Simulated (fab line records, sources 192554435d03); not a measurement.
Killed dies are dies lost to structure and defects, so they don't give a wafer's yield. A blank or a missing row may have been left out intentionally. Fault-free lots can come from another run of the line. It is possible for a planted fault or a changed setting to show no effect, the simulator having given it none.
fab line records	flow n5_finfet
record: lots: 10	wafers: 29	last_day: 19
route steps=1938 shown BEOL_M2@928 BEOL_M3@931 BEOL_M4@1111 PASSIVATION@1936
lots untouched by any fault: they come from a run of this same line in which no faults occurred
start_h: hours from the record's first day to the start of the lot's first wafer shown	wait_h: time in hours since the lot's previous step	" repeats the value in the row above	L1.1+2: a single row standing in for several wafers	- no value, or no start was given	* or withheld: withheld	< > ~ a bound
route shown NAME@n: names a module that has steps shown in the file, with the first one's number in the route	usual: the fault-free wafers' mean and standard deviation	same: alike in all rows	chamber/n: place in a boat	sites: readings site by site	_std_site: standard deviation across them	_edge_site: outer sites' mean less inner sites'	radius_mm: how far each site lies from the wafer's centre	mask NAME#n: copy n	behind: tool/chamber where the wafer was last shaped	hold: the reason the lot was held/the length of the hold in hours/how it ended	device: whichever transistor did not switch (one of n, p or np)	end of line: tests run on the same wafers once the route is complete	a step without rows: its recipe alone	killed: at the first sort, the dies lost to defects and structure; wafer yield is something else	map: the dies of a wafer, with x for killed, . for not killed, _ for no die there
set.NAME: the run value of the setting; set.NAME@STEP: its run value at that earlier step	model.NAME: the simulator's own value behind a step, which no gauge read
a sample of lots followed through the steps of the route, with each step as a table and each wafer as a row
services: a tool's chamber out of use, with start hour (start_h, from the record's first day; less than 0 if before it), hours out, and reason
== steps ==
step: N5_BEOL_M2_DEP_57
recipe: material: SiCN	target_thk_a: 80	temp_c: withheld	precursor: 3MS/NH3	pressure_torr: 3	rf_w: 202	time_s: 14
usual: showerhead_plenum_p_Torr: 3.668/0.016	throttle_valve_pct: 9.2/0.72
lot.wafer	tool	chamber	start_h	wait_h	showerhead_plenum_p_Torr	throttle_valve_pct
L860.1	pecvd-03	1	143.36	0.0	3.687	9.6
L860.3	"	0	"	"	3.699	9.9
L861.1	pecvd-04	2	154.91	0.0	3.679	8.9
L861.2	"	0	"	"	3.643	10.2
L861.5	"	0	"	"	3.658	10.2
L862.1	pecvd-04	0	155.15	0.0	3.649	10.4
L862.2	"	2	"	"	3.673	8.9
L862.5	"	0	"	"	3.641	10.5
L863.1	pecvd-04	1	156.99	0.0	3.657	9.4
L863.2	"	0	"	"	3.656	10.1
L863.5	"	0	"	"	3.656	10.3
L865.2	pecvd-01	0	172.46	0.0	3.646	9.1
L865.3	"	2	"	"	3.672	8.5
L865.6	"	2	"	"	3.667	8.3
L870.4	pecvd-03	1	198.15	0.0	3.695	9.7
L870.5	"	2	"	"	3.664	7.8
L870.6	"	0	"	"	3.690	9.9
L871.2	pecvd-04	0	201.04	0.0	3.660	10.3
L871.4	"	0	"	"	3.657	10.1
L871.5	"	1	"	"	3.653	9.7
L872.1	pecvd-04	0	225.07	0.0	3.656	10.5
L872.2	"	2	"	"	3.678	9.0
L872.6	"	2	"	"	3.673	8.8
L879.3	pecvd-01	0	263.94	0.0	3.658	9.4
L879.5	"	2	"	"	3.676	8.6
L879.6	"	0	"	"	3.657	9.5
L883.1	pecvd-04	0	302.69	0.0	3.660	10.3
L883.3	"	1	"	"	3.649	9.5
L883.6	"	2	"	"	3.673	9.0
step: N5_BEOL_M3_ILD_DEP_00
recipe: material: SiOC	target_thk_a: 790	temp_c: 350	precursor: DEMS/O2	pressure_torr: 5	rf_w: 500	time_s: 15.3
usual: heater_power_w: 491/75	showerhead_plenum_p_Torr: 5.701/0.019	throttle_valve_pct: 12.0/0.94
lot.wafer	tool	chamber	start_h	wait_h	heater_power_w	showerhead_plenum_p_Torr	throttle_valve_pct
L860.1	pecvd-02	2	143.49	0.0	451	5.699	11.7
L860.3	"	1	"	"	531	5.684	12.4
L861.1	pecvd-04	0	155.04	0.0	622	5.686	13.4
L861.2	"	2	"	"	439	5.723	11.7
L861.5	"	1	"	"	438	5.676	12.9
L862.1	pecvd-03	1	155.28	0.0	518	5.719	12.6
L862.2	"	2	"	"	319	5.709	10.4
L862.5	"	2	"	"	321	5.693	10.5
L863.1	pecvd-02	2	157.12	0.0	499	5.693	11.3
L863.2	"	0	"	"	499	5.673	11.3
L863.5	"	2	"	"	506	5.700	11.6
L865.2	pecvd-03	1	172.59	0.0	465	5.726	12.7
L865.3	"	2	"	"	365	5.694	10.6
L865.6	"	0	"	"	530	5.719	13.0
L870.4	pecvd-02	2	198.28	0.1	476	5.704	11.5
L870.5	"	0	"	"	555	5.676	11.5
L870.6	"	1	"	"	548	5.701	12.5
L871.2	pecvd-03	2	201.17	0.0	366	5.697	10.3
L871.4	"	1	"	"	447	5.712	12.8
L871.5	"	2	"	"	361	5.681	10.4
L872.1	pecvd-02	1	225.20	0.0	521	5.701	12.6
L872.2	"	0	"	"	548	5.677	11.4
L872.6	"	0	"	"	549	5.676	11.5
L879.3	pecvd-03	1	264.07	0.0	462	5.721	12.7
L879.5	"	0	"	"	539	5.738	13.3
L879.6	"	2	"	"	377	5.693	10.5
L883.1	pecvd-02	1	302.82	0.0	496	5.692	12.5
L883.3	"	0	"	"	510	5.674	11.6
L883.6	"	1	"	"	507	5.692	12.5
step: N5_BEOL_M3_CD_MEAS_11
recipe: target_cd_nm: 17.05	landing_energy_ev: 500	detector: se_inlens	polarity: opening
usual: cd_nm: 17.10/0.26
lot.wafer	tool	chamber	start_h	wait_h	cd_nm
L860.1	cd_sem-01	0	144.86	-	16.77
L860.3	"	0	"	"	17.07
L861.1	cd_sem-02	0	156.22	-	17.07
L861.2	"	0	"	"	16.92
L861.5	"	0	"	"	17.45
L862.1	cd_sem-03	0	156.51	-	16.89
L862.2	"	0	"	"	17.38
L862.5	"	0	"	"	17.04
L863.1	cd_sem-02	0	157.66	-	17.41
L863.2	"	0	"	"	16.74
L863.5	"	0	"	"	16.39
L865.2	cd_sem-01	0	173.28	-	16.94
L865.3	"	0	"	"	17.33
L865.6	"	0	"	"	17.09
L870.4	cd_sem-02	0	200.69	-	17.17
L870.5	"	0	"	"	17.06
L870.6	"	0	"	"	16.87
L871.2	cd_sem-03	0	202.08	-	16.62
L871.4	"	0	"	"	17.35
L871.5	"	0	"	"	17.14
L872.1	cd_sem-03	0	226.55	-	16.84
L872.2	"	0	"	"	17.19
L872.6	"	0	"	"	16.98
L879.3	cd_sem-01	0	265.51	-	16.75
L879.5	"	0	"	"	17.28
L879.6	"	0	"	"	17.44
L883.1	cd_sem-03	0	303.38	-	17.41
L883.3	"	0	"	"	17.30
L883.6	"	0	"	"	17.32
step: N5_BEOL_M3_EXPOSE_25
recipe: mask_id: V2	na: 0.33	source_shape: quasar	sigma_inner: 0.2	sigma_outer: 0.8	polarization: unpolarized	defocus_nm: 5	dose_mj: 63
usual: exposure_dose_mJ_cm2: 62.96/0.066
same: na: 0.33
lot.wafer	tool	chamber	start_h	wait_h	mask	exposure_dose_mJ_cm2
L860.1	euv_scanner-02	0	145.92	-	V2#0	63.07
L860.3	"	0	"	"	V2#0	63.04
L861.1	euv_scanner-02	0	157.10	-	V2#0	63.09
L861.2	"	0	"	"	V2#0	63.01
L861.5	"	0	"	"	V2#0	63.09
L862.1	euv_scanner-01	0	157.41	-	V2#0	63.05
L862.2	"	0	"	"	V2#0	62.99
L862.5	"	0	"	"	V2#0	63.02
L863.1	euv_scanner-01	0	158.61	-	V2#0	62.97
L863.2	"	0	"	"	V2#0	62.94
L863.5	"	0	"	"	V2#0	62.93
L865.2	euv_scanner-01	0	174.32	-	V2#0	62.93
L865.3	"	0	"	"	V2#0	62.86
L865.6	"	0	"	"	V2#0	62.91
L870.4	euv_scanner-01	0	201.76	-	V2#0	67.08
L870.5	"	0	"	"	V2#0	66.98
L870.6	"	0	"	"	V2#0	67.03
L871.2	euv_scanner-01	0	202.82	-	V2#0	66.16
L871.4	"	0	"	"	V2#0	66.14
L871.5	"	0	"	"	V2#0	66.17
L872.1	euv_scanner-02	0	227.40	-	V2#0	62.88
L872.2	"	0	"	"	V2#0	62.99
L872.6	"	0	"	"	V2#0	62.97
L879.3	euv_scanner-02	0	266.38	-	V2#0	62.97
L879.5	"	0	"	"	V2#0	62.90
L879.6	"	0	"	"	V2#0	62.91
L883.1	euv_scanner-02	0	304.11	-	V2#0	63.06
L883.3	"	0	"	"	V2#0	63.03
L883.6	"	0	"	"	V2#0	62.97
step: N5_BEOL_M3_CD_MEAS_28
recipe: target_cd_nm: 25.7	landing_energy_ev: 500	detector: se_inlens	target_cd_y_nm: 23.3	polarity: opening
usual: cd_nm: 25.67/0.24
lot.wafer	tool	chamber	start_h	wait_h	cd_nm
L860.1	cd_sem-02	0	146.07	-	25.77
L860.3	"	0	"	"	25.81
L861.1	cd_sem-02	0	157.25	-	25.37
L861.2	"	0	"	"	25.38
L861.5	"	0	"	"	26.08
L862.1	cd_sem-02	0	157.55	-	25.54
L862.2	"	0	"	"	25.37
L862.5	"	0	"	"	25.43
L863.1	cd_sem-02	0	158.76	-	25.32
L863.2	"	0	"	"	25.41
L863.5	"	0	"	"	25.76
L865.2	cd_sem-03	0	174.46	-	25.67
L865.3	"	0	"	"	25.65
L865.6	"	0	"	"	25.62
L870.4	cd_sem-03	0	201.89	-	26.75
L870.5	"	0	"	"	26.81
L870.6	"	0	"	"	26.90
L871.2	cd_sem-01	0	202.95	-	26.71
L871.4	"	0	"	"	26.49
L871.5	"	0	"	"	26.62
L872.1	cd_sem-02	0	227.55	-	25.84
L872.2	"	0	"	"	25.92
L872.6	"	0	"	"	25.76
L879.3	cd_sem-03	0	266.51	-	25.76
L879.5	"	0	"	"	25.90
L879.6	"	0	"	"	25.33
L883.1	cd_sem-01	0	304.25	-	25.64
L883.3	"	0	"	"	25.70
L883.6	"	0	"	"	25.38
step: N5_BEOL_M4_RC_MEAS_101
usual: DIBL_N: 36.3/2.2	DIBL_P: 36.0/2.4	IOFF_N: 0.16/0.042	IOFF_P: 0.22/0.041	ION_N: 672/14	ION_P: 462/7.9	SS_N: 71.7/0.76	SS_P: 73.3/0.72	VT_N: 250/3.6	VT_P: -249/3
lot.wafer	tool	chamber	start_h	wait_h	DIBL_N[mV/V]	DIBL_P[mV/V]	IOFF_N[nA/um]	IOFF_P[nA/um]	ION_N[uA/um]	ION_P[uA/um]	SS_N[mV/dec]	SS_P[mV/dec]	VT_N[mV]	VT_P[mV]
L860.1	prober-02	0	167.38	0.0	37.2	38.0	0.19	0.24	680	463	72.1	74.9	245	-252
L860.3	"	0	"	"	36.3	36.5	0.16	0.21	661	459	71.8	73.9	253	-251
L861.1	prober-02	0	175.75	0.0	37.1	36.6	0.18	0.24	673	467	71.0	73.4	251	-249
L861.2	"	0	"	"	35.7	36.3	0.15	0.24	667	466	71.5	73.0	252	-246
L861.5	"	0	"	"	38.0	37.9	0.20	0.27	679	463	72.0	73.9	244	-244
L862.1	prober-02	0	179.50	0.0	34.8	35.2	0.15	0.20	679	465	70.7	72.5	251	-251
L862.2	"	0	"	"	38.0	37.8	0.21	0.26	687	464	72.2	74.1	248	-249
L862.5	"	0	"	"	36.3	36.1	0.17	0.22	689	465	71.3	73.2	249	-251
L863.1	prober-01	0	180.50	0.0	34.9	34.5	0.14	0.20	668	463	72.2	73.3	249	-248
L863.2	"	0	"	"	34.7	34.2	0.14	0.20	670	463	71.0	73.2	249	-250
L863.5	"	0	"	"	34.9	34.7	0.15	0.20	678	467	71.4	73.4	247	-246
L865.2	prober-02	0	194.86	0.2	40.6	39.6	0.24	0.30	690	475	71.8	74.6	244	-245
L865.3	"	0	"	"	41.0	40.1	0.25	0.30	691	469	72.7	74.5	241	-244
L865.6	"	0	"	"	41.2	40.5	0.27	0.32	704	477	72.2	74.6	241	-246
L871.2	prober-01	0	220.11	0.2	38.3	37.9	0.18	0.26	672	471	72.0	73.9	250	-249
L871.4	"	0	"	"	35.6	33.7	0.14	0.19	668	458	71.0	72.3	254	-252
L871.5	"	0	"	"	37.6	35.8	0.15	0.23	663	464	72.1	73.1	253	-248
L870.4	prober-02	0	222.45	0.7	37.8	35.5	0.18	0.22	675	464	72.2	73.7	250	-248
L870.5	"	0	"	"	39.1	38.1	0.20	0.26	678	465	72.0	73.9	246	-249
L870.6	"	0	"	"	39.7	37.4	0.20	0.23	680	461	72.5	73.3	249	-248
L872.1	prober-02	0	243.44	0.0	40.4	38.4	0.35	0.28	682	459	75.0	73.8	244	-248
L872.2	"	0	"	"	36.1	35.9	0.17	0.22	662	457	71.7	73.2	249	-250
L872.6	"	0	"	"	36.4	36.5	0.17	0.23	650	448	72.5	73.4	250	-252
L879.3	prober-01	0	313.19	0.3	37.3	39.3	0.20	0.30	689	482	70.9	74.7	244	-241
L879.5	"	0	"	"	38.0	39.8	0.21	0.31	692	476	72.5	74.0	245	-244
L879.6	"	0	"	"	33.8	34.4	0.12	0.19	661	460	70.5	72.2	252	-249
L883.1	prober-02	0	333.91	0.0	36.6	36.4	0.15	0.18	655	445	72.2	73.0	253	-253
L883.3	"	0	"	"	34.5	35.3	0.13	0.18	664	459	70.8	72.3	251	-255
L883.6	"	0	"	"	33.8	34.7	0.11	0.16	657	453	70.8	72.7	255	-252
step: N5_PASSIVATION_PROBE_49
usual: defect_limited_yield: 91.3/1.7	killed_at_M0_to_M3: 33/9.9	killed_at_M4_up: 14/6.4	killed_at_contacts: 12/7	killed_at_front_end: 41/13	killed_at_other: 3.1/2.9	killed_dies: 103/20	killed_open: 67/14	killed_short: 34/9.4	sort_bin_4_leakage: 0.03/0.24	sort_bin_5_function: 5.1/1.1	sort_bin_6_memory: 3.2/0.79	sort_bin_8_speed: 0.02/0.15	sort_n_pass: 1077/21	sort_yield_pct: 91.2/1.7
same: gross_dies: 1180	killed_at_back_side: 0
lot.wafer	tool	chamber	start_h	wait_h	defect_limited_yield[%]	killed_at_M0_to_M3	killed_at_M4_up	killed_at_contacts	killed_at_front_end	killed_at_other	killed_dies	killed_open	killed_short	sort_bin_4_leakage[%]	sort_bin_5_function[%]	sort_bin_6_memory[%]	sort_bin_8_speed[%]	sort_n_pass	sort_yield_pct[%]
L861.1	prober-02	-	270.93	0.0	92.3	32	12	14	32	1	91	70	21	0	4.5	3.0	0	1089	92.3
L861.2	prober-02	-	270.98	0.1	89.9	64	5	7	42	1	119	74	45	0	5.8	3.9	0	1061	89.9
L861.5	prober-02	-	271.13	0.2	93.6	22	12	3	34	4	75	51	24	0	4.2	2.1	0	1105	93.6
L865.2	prober-02	-	290.56	0.6	92.0	33	11	10	35	5	94	66	28	0	4.5	3.3	0	1086	92.0
L865.3	prober-02	-	290.61	0.6	90.6	41	9	10	43	8	111	74	35	0	5.8	3.4	0	1069	90.6
L865.6	prober-02	-	290.76	0.8	91.3	27	9	35	29	3	103	73	30	0.08	5.4	3.0	0	1076	91.2
L871.2	prober-02	-	317.41	0.1	92.5	25	21	8	33	1	88	58	24	0	3.8	2.9	0	1092	92.5
L871.5	prober-02	-	317.56	0.2	92.3	19	11	14	43	4	91	48	30	0	3.7	3.1	0	1089	92.3
L870.4	prober-02	-	324.97	0.2	91.4	40	10	19	31	1	101	56	45	0	5.1	3.3	0	1079	91.4
L870.5	prober-02	-	325.02	0.2	89.7	45	8	19	37	12	121	76	39	0	5.8	3.7	0	1059	89.7
L870.6	prober-02	-	325.07	0.3	92.5	26	6	11	42	4	89	57	25	0	4.4	2.4	0	1091	92.5
L883.1	prober-02	-	461.80	0.0	91.0	34	22	5	40	5	106	68	32	0	5.5	2.8	0	1074	91.0
L883.3	prober-02	-	461.90	0.1	91.0	20	22	4	53	7	106	80	23	0	4.3	4.4	0	1074	91.0
L883.6	prober-02	-	462.05	0.3	90.8	40	21	8	33	7	109	74	31	0	4.7	4.1	0	1071	90.8
killed by level:class
L861.1 BEOL_M0_SAQP:geometric_particle:open=12 MOL_CONTACT_COAG:geometric_particle:open=9 STI_FIN_REVEAL:geometric_particle:open=7 FIN_SAQP:geometric_particle:open=5 MOL_CONTACT_COAG:geometric_particle:short=5 BEOL_M2:geometric_particle:open=5 DUMMY_GATE:geometric_particle:open=4 GATE_CUT:geometric_particle:open=4
L861.2 BEOL_M3:geometric_particle:open=20 FIN_SAQP:geometric_particle:short=14 BEOL_M0_SAQP:geometric_particle:short=13 FIN_SAQP:geometric_particle:open=11 BEOL_M0_SAQP:geometric_particle:open=11 MOL_CONTACT_COAG:geometric_particle:open=6 BEOL_M2:geometric_particle:open=6 BEOL_M3:geometric_particle:short=6
L861.5 FIN_SAQP:geometric_particle:short=7 BEOL_M3:geometric_particle:open=7 FIN_SAQP:geometric_particle:open=6 STI_FIN_REVEAL:geometric_particle:open=6 DUMMY_GATE:geometric_particle:open=5 BEOL_M0_SAQP:geometric_particle:open=5 BEOL_M2:geometric_particle:open=5 BEOL_M0_SAQP:geometric_particle:short=3
L865.2 BEOL_M3:geometric_particle:open=10 BEOL_M2:geometric_particle:open=9 STI_FIN_REVEAL:geometric_particle:open=8 MOL_CONTACT_COAG:geometric_particle:open=8 BEOL_M1:geometric_particle:open=7 FIN_SAQP:geometric_particle:short=6 BEOL_M4:geometric_particle:open=6 FIN_SAQP:geometric_particle:open=5
L865.3 BEOL_M3:geometric_particle:open=13 FIN_SAQP:geometric_particle:open=9 STI_FIN_REVEAL:geometric_particle:open=9 MOL_CONTACT_COAG:geometric_particle:open=8 FIN_SAQP:geometric_particle:short=7 BEOL_M1:geometric_particle:open=6 BEOL_M2:geometric_particle:open=6 PASS1_CAP:geometric_particle:short=4
L865.6 MOL_CONTACT_COAG:geometric_particle:open=31 BEOL_M0_SAQP:geometric_particle:open=9 FIN_SAQP:geometric_particle:short=7 STI_FIN_REVEAL:geometric_particle:open=6 BEOL_M0_SAQP:geometric_particle:short=5 BEOL_M3:geometric_particle:open=5 BEOL_M2:geometric_particle:open=4 MOL_CONTACT_COAG:geometric_particle:short=4
L871.2 BEOL_M4:geometric_particle:open=9 BEOL_M2:geometric_particle:open=8 FIN_SAQP:geometric_particle:open=7 MOL_CONTACT_COAG:geometric_particle:open=6 BEOL_M0_SAQP:geometric_particle:open=5 BEOL_M4:geometric_particle:short=5 HKMG_FIN:area_etch=5 FIN_SAQP:geometric_particle:short=4
L871.5 MOL_CONTACT_COAG:geometric_particle:open=12 HKMG_FIN:area_etch=9 FIN_SAQP:geometric_particle:short=6 BEOL_M0_SAQP:geometric_particle:short=6 BEOL_M4:geometric_particle:open=6 FIN_SAQP:geometric_particle:open=5 BEOL_M2:geometric_particle:open=5 DUMMY_GATE:geometric_particle:open=4
L870.4 MOL_CONTACT_COAG:geometric_particle:open=14 BEOL_M0_SAQP:geometric_particle:short=13 BEOL_M0_SAQP:geometric_particle:open=9 BEOL_M2:geometric_particle:open=8 FIN_SAQP:geometric_particle:open=6 FIN_SAQP:geometric_particle:short=6 GATE_CUT:geometric_particle:short=6 MOL_CONTACT_COAG:geometric_particle:short=5
L870.5 MOL_CONTACT_COAG:geometric_particle:open=17 BEOL_M0_SAQP:geometric_particle:open=10 FIN_SAQP:geometric_particle:short=9 BEOL_M1:geometric_particle:open=9 BEOL_M2:geometric_particle:open=8 BEOL_M0_SAQP:geometric_particle:short=6 PASS1_DEP:geometric_particle:open=6 HKMG_FIN:area_etch=6
L870.6 FIN_SAQP:geometric_particle:open=10 MOL_CONTACT_COAG:geometric_particle:open=9 BEOL_M2:geometric_particle:open=7 HKMG_FIN:area_etch=7 BEOL_M3:geometric_particle:open=6 FIN_SAQP:geometric_particle:short=5 BEOL_M0_SAQP:geometric_particle:short=5 BEOL_M0_SAQP:geometric_particle:open=4
L883.1 BEOL_M3:geometric_particle:open=11 BEOL_M4:geometric_particle:open=11 STI_FIN_REVEAL:geometric_particle:open=8 BEOL_M0_SAQP:geometric_particle:short=7 BEOL_M0_SAQP:geometric_particle:open=7 FIN_SAQP:geometric_particle:short=5 HKMG_FIN:area_etch=5 FIN_SAQP:geometric_particle:open=4
L883.3 FIN_SAQP:geometric_particle:open=24 STI_FIN_REVEAL:geometric_particle:open=12 BEOL_M4:geometric_particle:open=7 FIN_SAQP:geometric_particle:short=6 BEOL_M0_SAQP:geometric_particle:open=6 BEOL_M2:geometric_particle:open=6 GATE_CUT:geometric_particle:short=4 MOL_CONTACT_COAG:geometric_particle:open=4
L883.6 BEOL_M0_SAQP:geometric_particle:open=16 STI_FIN_REVEAL:geometric_particle:open=10 BEOL_M4:geometric_particle:open=9 FIN_SAQP:geometric_particle:open=6 BEOL_M1:geometric_particle:open=6 MOL_CONTACT_COAG:geometric_particle:open=6 BEOL_M2:geometric_particle:open=5 BEOL_M3:geometric_particle:open=5
== services ==
tool	chamber	start_h	hours	kind
euv_scanner-01	-	120.45	1.0	pm
euv_scanner-02	-	129.40	1.0	pm
pecvd-03	0	129.93	5.5	scheduled_down
pecvd-04	-	131.73	0.5	repair
euv_scanner-01	-	135.83	4.6	pm
euv_scanner-01	0	145.79	-	calibration
pecvd-01	-	151.85	14.6	pm
pecvd-04	0	165.96	12.2	repair
euv_scanner-01	-	176.18	1.0	pm
euv_scanner-02	-	185.55	1.0	pm
pecvd-03	-	189.70	2.8	pm
pecvd-02	2	202.38	-	clean
pecvd-02	2	202.38	-	consumable_replace:showerhead
euv_scanner-01	-	218.91	0.8	repair
pecvd-02	-	231.82	5.6	repair
pecvd-04	0	231.97	6.2	repair
euv_scanner-01	-	232.33	1.0	pm
euv_scanner-02	-	241.10	12.0	pm
euv_scanner-01	-	252.45	0.2	repair
euv_scanner-02	-	253.10	1.0	pm
pecvd-04	1	281.92	2.1	scheduled_down
euv_scanner-01	-	292.07	1.0	pm
euv_scanner-02	-	297.85	1.0	pm
euv_scanner-01	0	303.82	-	calibration
== key ==
first_sign: step: N5_BEOL_M3_EXPOSE_25	reading: exposure_dose_mJ_cm2	direction: up	sigmas: 55	usual: 62.96	struck: 66.59
effect: step: N5_BEOL_M3_CD_MEAS_28	reading: cd_nm	direction: up	sigmas: 4.3	usual: 25.67	struck: 26.71	through: control_loop
met_at N5_BEOL_M3_EXPOSE_25
struck_lots L870,L871
loop_trim: step: N5_BEOL_M3_EXPOSE_25	setting: dose	lots: L871
not_acting_at N5_BEOL_M2_DEP_57,N5_BEOL_M3_ILD_DEP_00,N5_BEOL_M3_CD_MEAS_11
onset_between 174.32 201.76
fault: kind: process_parameter_drift	tool: euv_scanner-01	chamber: -	onset_h: 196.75	steps: N5_BEOL_M3_EXPOSE_25	channel: dose_mj	offset: 4.0009	shape: step	acts_in: these_recipes_only	stated: 63
loop_trim: a control loop set the setting to another value than it would have without faults
